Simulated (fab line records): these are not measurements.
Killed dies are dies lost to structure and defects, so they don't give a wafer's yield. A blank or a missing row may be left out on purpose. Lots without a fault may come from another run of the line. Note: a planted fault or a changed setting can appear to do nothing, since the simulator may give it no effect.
Matching of chambers + flow nand_harc + NHARC_A_CHANNEL_FILL_D1_STRIP_28 on rie_diel-06: 4 sister chambers
The step strips in O2, time 20 s. 8 wafers are shown with their chamber, then 11 later ones without.

## WAFERS WITH THEIR CHAMBER
| wafer  | chamber | oes_product_au (a.u.) | rf_vpp_V (V) |
|--------|---------|-----------------------|--------------|
| L079.3 | 2       | 1.007                 | 58.1         |
| L083.6 | 3       | 1.008                 | 58.2         |
| L088.4 | 1       | 1.006                 | 55.9         |
| L088.6 | 0       | 1.017                 | 58.1         |
| L092.1 | 2       | 0.994                 | 56.7         |
| L092.2 | 1       | 1.008                 | 58.3         |
| L092.3 | 0       | 1.009                 | 57.7         |
| L092.4 | 3       | 0.997                 | 57.4         |

## WAFERS WITH NO CHAMBER GIVEN
| wafer  | oes_product_au (a.u.) | rf_vpp_V (V) |
|--------|-----------------------|--------------|
| L092.5 | 1.006                 | 59.0         |
| L092.6 | 1.009                 | 58.6         |
| L094.1 | 1.005                 | 57.7         |
| L094.2 | 1.004                 | 58.1         |
| L094.6 | 1.010                 | 56.9         |
| L095.2 | 1.005                 | 58.5         |
| L095.4 | 0.997                 | 58.2         |
| L095.5 | 1.009                 | 58.0         |
| L097.1 | 1.011                 | 58.6         |
| L097.3 | 0.998                 | 57.0         |
| L097.6 | 1.007                 | 59.1         |

## EACH ONE'S CHAMBER
| wafer  | from the rows above               | in truth |
|--------|-----------------------------------|----------|
| L092.5 | can't be placed: 3 or 0 or 2 or 1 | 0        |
| L092.6 | can't be placed: 0 or 3 or 1 or 2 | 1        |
| L094.1 | can't be placed: 3 or 1 or 2 or 0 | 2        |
| L094.2 | can't be placed: 3 or 2 or 1 or 0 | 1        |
| L094.6 | can't be placed: 1 or 0 or 3 or 2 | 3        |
| L095.2 | can't be placed: 3 or 2 or 0 or 1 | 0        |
| L095.4 | can't be placed: 3 or 2 or 1 or 0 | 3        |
| L095.5 | can't be placed: 0 or 1 or 3 or 2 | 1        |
| L097.1 | can't be placed: 0 or 3 or 1 or 2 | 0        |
| L097.3 | can't be placed: 2 or 3 or 1 or 0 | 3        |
| L097.6 | can't be placed: 3 or 0 or 2 or 1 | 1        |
Correctly placed: 0 of 11. From these rows, 11 cannot be placed; in 11 the true chamber is one of the candidates. 0 placed wrongly.
How it was worked out, from the rows above alone: a wafer's distance from a chamber is the root of the sum, over the readings, of the square of ((its reading less the chamber's mean) divided by the reading's scatter). If the next closest chamber is less than 2 further off than the closest, the wafer can't be placed; otherwise it belongs to the closest. Each chamber's mean is taken over the wafers shown for it. The scatter is the square root of a quotient: the sum, over the shown wafers, of each reading's squared deviation from its chamber's mean, divided by wafers minus chambers.
